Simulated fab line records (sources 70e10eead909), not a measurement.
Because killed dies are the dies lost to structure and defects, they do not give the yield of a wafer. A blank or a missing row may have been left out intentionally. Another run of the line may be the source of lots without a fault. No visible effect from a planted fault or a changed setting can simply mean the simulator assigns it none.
What tool caused it? || flow nand-harc || 13 lots, 39 wafers sampled, at 6 steps of a route of 1302

WHAT THE GAUGES READ, wafer by wafer
NHARC_P_BONDPAD_THK_MEAS_20: measures by xrf. Usual: thk-nm 160.8 nm, standard deviation 1.5.
{"lot": "L556", "measured": "day 6 23:39", "on": "film-metro-02", "thk-nm (nm)": "158.3 158.7 161.7", "flag": ""}
{"lot": "L557", "measured": "day 7 05:22", "on": "film-metro-02", "thk-nm (nm)": "161.5 162.2 162.9", "flag": ""}
{"lot": "L558", "measured": "day 7 10:09", "on": "film-metro-02", "thk-nm (nm)": "160.9 159.6 161.0", "flag": ""}
{"lot": "L560", "measured": "day 8 11:31", "on": "film-metro-02", "thk-nm (nm)": "159.2 159.9 158.9", "flag": ""}
{"lot": "L562", "measured": "day 9 07:59", "on": "film-metro-02", "thk-nm (nm)": "160.5 162.3 161.7", "flag": ""}
{"lot": "L568", "measured": "day 11 20:12", "on": "film-metro-01", "thk-nm (nm)": "161.4 160.7 159.4", "flag": ""}
{"lot": "L570", "measured": "day 12 18:19", "on": "film-metro-02", "thk-nm (nm)": "161.4 162.3 160.0", "flag": ""}
{"lot": "L574", "measured": "day 14 06:50", "on": "film-metro-01", "thk-nm (nm)": "158.6 159.6 160.5", "flag": ""}
{"lot": "L575", "measured": "day 14 10:33", "on": "film-metro-01", "thk-nm (nm)": "163.1 163.0 161.6", "flag": ""}
{"lot": "L576", "measured": "day 15 00:56", "on": "film-metro-02", "thk-nm (nm)": "160.6 161.2 160.3", "flag": ""}
{"lot": "L577", "measured": "day 15 12:03", "on": "film-metro-01", "thk-nm (nm)": "163.7 162.7 163.9", "flag": ""}
{"lot": "L578", "measured": "day 15 16:24", "on": "film-metro-02", "thk-nm (nm)": "162.4 161.9 157.8", "flag": ""}
{"lot": "L579", "measured": "day 16 08:14", "on": "film-metro-02", "thk-nm (nm)": "159.8 161.0 159.1", "flag": ""}

NHARC_A_SOURCE_PLATE_INSPECT_08. Usual: raw-defect-count 55, standard deviation 21.
{"lot": "L556", "measured": "day 8 00:22", "on": "defect-inspect-01", "raw-defect-count": "45 45 35", "flag": ""}
{"lot": "L557", "measured": "day 8 03:59", "on": "defect-inspect-01", "raw-defect-count": "77 63 51", "flag": ""}
{"lot": "L558", "measured": "day 8 09:52", "on": "defect-inspect-01", "raw-defect-count": "29 51 29", "flag": ""}
{"lot": "L560", "measured": "day 9 10:49", "on": "defect-inspect-01", "raw-defect-count": "97 111 95", "flag": ""}
{"lot": "L562", "measured": "day 10 11:55", "on": "defect-inspect-01", "raw-defect-count": "91 59 128", "flag": ""}
{"lot": "L568", "measured": "day 12 19:46", "on": "defect-inspect-02", "raw-defect-count": "495 493 479", "flag": "OFF"}
{"lot": "L570", "measured": "day 13 18:57", "on": "defect-inspect-02", "raw-defect-count": "487 466 457", "flag": "OFF"}
{"lot": "L574", "measured": "day 15 06:09", "on": "defect-inspect-02", "raw-defect-count": "56 36 86", "flag": ""}
{"lot": "L575", "measured": "day 15 09:37", "on": "defect-inspect-02", "raw-defect-count": "33 39 31", "flag": ""}
{"lot": "L576", "measured": "day 16 01:34", "on": "defect-inspect-02", "raw-defect-count": "67 47 72", "flag": ""}
{"lot": "L577", "measured": "day 16 10:29", "on": "defect-inspect-01", "raw-defect-count": "35 53 58", "flag": ""}
{"lot": "L578", "measured": "day 16 16:23", "on": "defect-inspect-02", "raw-defect-count": "56 41 56", "flag": ""}
{"lot": "L579", "measured": "day 17 07:25", "on": "defect-inspect-01", "raw-defect-count": "45 28 35", "flag": ""}

NHARC_A_ONON_D1_THK_MEAS_18: measures by ellipsometry. Usual: thk-nm 996 nm, standard deviation 9.8.
{"lot": "L556", "measured": "day 8 14:28", "on": "film-metro-01", "thk-nm (nm)": "1002 1003 1003", "flag": ""}
{"lot": "L557", "measured": "day 8 14:28", "on": "film-metro-02", "thk-nm (nm)": "999 1000 999", "flag": ""}
{"lot": "L558", "measured": "day 9 00:09", "on": "film-metro-02", "thk-nm (nm)": "979 978 979", "flag": ""}
{"lot": "L560", "measured": "day 9 23:45", "on": "film-metro-01", "thk-nm (nm)": "989 989 989", "flag": ""}
{"lot": "L562", "measured": "day 10 23:19", "on": "film-metro-02", "thk-nm (nm)": "1010 1011 1009", "flag": ""}
{"lot": "L568", "measured": "day 13 06:20", "on": "film-metro-02", "thk-nm (nm)": "992 990 991", "flag": ""}
{"lot": "L570", "measured": "day 14 05:28", "on": "film-metro-01", "thk-nm (nm)": "989 990 989", "flag": ""}
{"lot": "L574", "measured": "day 15 16:47", "on": "film-metro-02", "thk-nm (nm)": "977 978 977", "flag": ""}
{"lot": "L575", "measured": "day 15 20:18", "on": "film-metro-01", "thk-nm (nm)": "998 1000 999", "flag": ""}
{"lot": "L576", "measured": "day 16 12:01", "on": "film-metro-02", "thk-nm (nm)": "1007 1008 1005", "flag": ""}
{"lot": "L577", "measured": "day 16 21:23", "on": "film-metro-01", "thk-nm (nm)": "995 994 993", "flag": ""}
{"lot": "L578", "measured": "day 17 03:31", "on": "film-metro-01", "thk-nm (nm)": "996 994 995", "flag": ""}
{"lot": "L579", "measured": "day 17 21:04", "on": "film-metro-02", "thk-nm (nm)": "1011 1011 1011", "flag": ""}

NHARC_END_SORT_01. Usual: killed-at-array 55, standard deviation 20; killed-at-other 0.7, standard deviation 0.96; killed-at-periphery 4.1, standard deviation 2.4; killed-dies 60, standard deviation 20; killed-open 3.3, standard deviation 1.9; killed-short 2.8, standard deviation 1.6.
{"lot": "L568", "measured": "day 29 18:56", "on": "prober-01", "killed-at-array": "88 117 121", "killed-at-other": "3 1 3", "killed-at-periphery": "5 8 8", "killed-dies": "96 126 132", "killed-open": "2 2 3", "killed-short": "1 3 2", "flag": ""}
{"lot": "L570", "measured": "day 30 19:53", "on": "prober-02", "killed-at-array": "108 134 99", "killed-at-other": "0 0 2", "killed-at-periphery": "5 4 4", "killed-dies": "113 138 105", "killed-open": "6 6 6", "killed-short": "4 3 1", "flag": ""}

WHICH TOOL RAN EACH LOT (tool, then ch and the chambers of the sampled wafers, then the start)
{"lot": "L556", "NHARC_P_BONDPAD_STRIP_15": "rie-diel-08 ch 2,3, day 6 21:42", "NHARC_A_SOURCE_PLATE_PRECLEAN_00": "wet-bench-02 ch 2,4,7, day 7 02:41"}
{"lot": "L557", "NHARC_P_BONDPAD_STRIP_15": "rie-diel-12 ch 0,1,2, day 7 03:23", "NHARC_A_SOURCE_PLATE_PRECLEAN_00": "wet-bench-02 ch 3,4,5, day 7 08:33"}
{"lot": "L558", "NHARC_P_BONDPAD_STRIP_15": "rie-diel-12 ch 0,3, day 7 08:12", "NHARC_A_SOURCE_PLATE_PRECLEAN_00": "wet-bench-06 ch 0,3,5, day 7 13:27"}
{"lot": "L560", "NHARC_P_BONDPAD_STRIP_15": "rie-diel-12 ch 0,2,3, day 8 09:35", "NHARC_A_SOURCE_PLATE_PRECLEAN_00": "wet-bench-04 ch 1,3,6, day 8 14:26"}
{"lot": "L562", "NHARC_P_BONDPAD_STRIP_15": "rie-diel-05 ch 0,2,3, day 9 06:01", "NHARC_A_SOURCE_PLATE_PRECLEAN_00": "wet-bench-06 ch 1,2,6, day 9 11:04"}
{"lot": "L568", "NHARC_P_BONDPAD_STRIP_15": "rie-diel-08 ch 0,1, day 11 18:14", "NHARC_A_SOURCE_PLATE_PRECLEAN_00": "wet-bench-04 ch 0,3,4, day 11 23:14"}
{"lot": "L570", "NHARC_P_BONDPAD_STRIP_15": "rie-diel-05 ch 2,3, day 12 16:22", "NHARC_A_SOURCE_PLATE_PRECLEAN_00": "wet-bench-04 ch 2,6,7, day 12 21:13"}
{"lot": "L574", "NHARC_P_BONDPAD_STRIP_15": "rie-diel-08 ch 0,1,3, day 14 04:53", "NHARC_A_SOURCE_PLATE_PRECLEAN_00": "wet-bench-02 ch 0,5,6, day 14 09:44"}
{"lot": "L575", "NHARC_P_BONDPAD_STRIP_15": "rie-diel-05 ch 0,2,3, day 14 08:34", "NHARC_A_SOURCE_PLATE_PRECLEAN_00": "wet-bench-02 ch 0,2,3, day 14 13:41"}
{"lot": "L576", "NHARC_P_BONDPAD_STRIP_15": "rie-diel-05 ch 0,2, day 14 23:00", "NHARC_A_SOURCE_PLATE_PRECLEAN_00": "wet-bench-02 ch 1,2,5, day 15 03:58"}
{"lot": "L577", "NHARC_P_BONDPAD_STRIP_15": "rie-diel-08 ch 1,2,3, day 15 09:43", "NHARC_A_SOURCE_PLATE_PRECLEAN_00": "wet-bench-04 ch 1,4,6, day 15 15:08"}
{"lot": "L578", "NHARC_P_BONDPAD_STRIP_15": "rie-diel-05 ch 0,1,2, day 15 14:26", "NHARC_A_SOURCE_PLATE_PRECLEAN_00": "wet-bench-06 ch 3,4,5, day 15 19:19"}
{"lot": "L579", "NHARC_P_BONDPAD_STRIP_15": "rie-diel-05 ch 1,3, day 16 06:17", "NHARC_A_SOURCE_PLATE_PRECLEAN_00": "wet-bench-04 ch 4,5,7, day 16 11:12"}
- NHARC_P_BONDPAD_STRIP_15: strips in O2.
- NHARC_A_SOURCE_PLATE_PRECLEAN_00: cleans in HF-LAST, time 60 s.

WHAT THE TOOLS THEMSELVES READ (means of the sampled wafers that have a number; where no wafer has one, the mark that the record gives instead)
NHARC_P_BONDPAD_STRIP_15. Usual: drypump-motor-current-A 5.8 A, standard deviation 0.4; oes-product-au 0.995 a.u., standard deviation 0.0086; rf-vpp-V 57.7 V, standard deviation 0.86; showerhead-plenum-p-Torr 3.48 Torr, standard deviation 0.11; throttle-valve-pct 17.036 %, standard deviation 0.0088.
{"lot": "L556", "tool": "rie-diel-08", "drypump-motor-current-A (A)": 5.5, "oes-product-au (a.u.)": 0.991, "rf-vpp-V (V)": 57.7, "showerhead-plenum-p-Torr (Torr)": 3.59, "throttle-valve-pct (%)": 17.033, "flag": ""}
{"lot": "L557", "tool": "rie-diel-12", "drypump-motor-current-A (A)": 5.5, "oes-product-au (a.u.)": 1.002, "rf-vpp-V (V)": 57.9, "showerhead-plenum-p-Torr (Torr)": 3.43, "throttle-valve-pct (%)": 17.048, "flag": ""}
{"lot": "L558", "tool": "rie-diel-12", "drypump-motor-current-A (A)": 5.3, "oes-product-au (a.u.)": 1.004, "rf-vpp-V (V)": 56.8, "showerhead-plenum-p-Torr (Torr)": 3.38, "throttle-valve-pct (%)": 17.042, "flag": ""}
{"lot": "L560", "tool": "rie-diel-12", "drypump-motor-current-A (A)": 5.4, "oes-product-au (a.u.)": 0.997, "rf-vpp-V (V)": 57.7, "showerhead-plenum-p-Torr (Torr)": 3.43, "throttle-valve-pct (%)": 17.038, "flag": ""}
{"lot": "L562", "tool": "rie-diel-05", "drypump-motor-current-A (A)": 5.8, "oes-product-au (a.u.)": 0.994, "rf-vpp-V (V)": 57.1, "showerhead-plenum-p-Torr (Torr)": 3.43, "throttle-valve-pct (%)": 17.028, "flag": ""}
{"lot": "L568", "tool": "rie-diel-08", "drypump-motor-current-A (A)": 6.2, "oes-product-au (a.u.)": 0.990, "rf-vpp-V (V)": 57.9, "showerhead-plenum-p-Torr (Torr)": 3.48, "throttle-valve-pct (%)": 17.028, "flag": ""}
{"lot": "L570", "tool": "rie-diel-05", "drypump-motor-current-A (A)": 6.1, "oes-product-au (a.u.)": 1.001, "rf-vpp-V (V)": 58.4, "showerhead-plenum-p-Torr (Torr)": 3.51, "throttle-valve-pct (%)": 17.030, "flag": ""}
{"lot": "L574", "tool": "rie-diel-08", "drypump-motor-current-A (A)": 6.2, "oes-product-au (a.u.)": 0.989, "rf-vpp-V (V)": 57.0, "showerhead-plenum-p-Torr (Torr)": 3.55, "throttle-valve-pct (%)": 17.042, "flag": ""}
{"lot": "L575", "tool": "rie-diel-05", "drypump-motor-current-A (A)": 5.9, "oes-product-au (a.u.)": 1.003, "rf-vpp-V (V)": 57.2, "showerhead-plenum-p-Torr (Torr)": 3.42, "throttle-valve-pct (%)": 17.034, "flag": ""}
{"lot": "L576", "tool": "rie-diel-05", "drypump-motor-current-A (A)": 5.7, "oes-product-au (a.u.)": 1.000, "rf-vpp-V (V)": 57.5, "showerhead-plenum-p-Torr (Torr)": 3.40, "throttle-valve-pct (%)": 17.031, "flag": ""}
{"lot": "L577", "tool": "rie-diel-08", "drypump-motor-current-A (A)": 5.8, "oes-product-au (a.u.)": 0.989, "rf-vpp-V (V)": 58.6, "showerhead-plenum-p-Torr (Torr)": 3.54, "throttle-valve-pct (%)": 17.033, "flag": ""}
{"lot": "L578", "tool": "rie-diel-05", "drypump-motor-current-A (A)": 5.7, "oes-product-au (a.u.)": 1.011, "rf-vpp-V (V)": 57.8, "showerhead-plenum-p-Torr (Torr)": 3.47, "throttle-valve-pct (%)": 17.036, "flag": ""}
{"lot": "L579", "tool": "rie-diel-05", "drypump-motor-current-A (A)": 5.9, "oes-product-au (a.u.)": 0.992, "rf-vpp-V (V)": 58.7, "showerhead-plenum-p-Torr (Torr)": 3.42, "throttle-valve-pct (%)": 17.031, "flag": ""}

THE ANSWER, worked out from the rows above alone
Rule: take the mean of a lot's wafers that have a number; if it is more than 3 standard deviations from the usual mean, the lot is off. Also off: a lot with no number at a reading for which 4 or more lots have one. All remaining lots with rows at the step are treated as sound. First the gauges in route order, then the tools' own readings, where a lot's mean is used as printed above. The first step at which some lot is off is used, and at that step the reading that is off furthest; a lot without a number counts as furthest.
Off: L568, L570, at NHARC_A_SOURCE_PLATE_INSPECT_08 (raw-defect-count).
A tool fits if, at a process step before that reading, it ran every lot that is off, and no sound lot after the first of them. Those tools and the gauges at NHARC_A_SOURCE_PLATE_INSPECT_08 are tried in the same way. Not one of the candidates tried fits.

WHAT HAD BEEN PUT IN BY THE SIMULATOR
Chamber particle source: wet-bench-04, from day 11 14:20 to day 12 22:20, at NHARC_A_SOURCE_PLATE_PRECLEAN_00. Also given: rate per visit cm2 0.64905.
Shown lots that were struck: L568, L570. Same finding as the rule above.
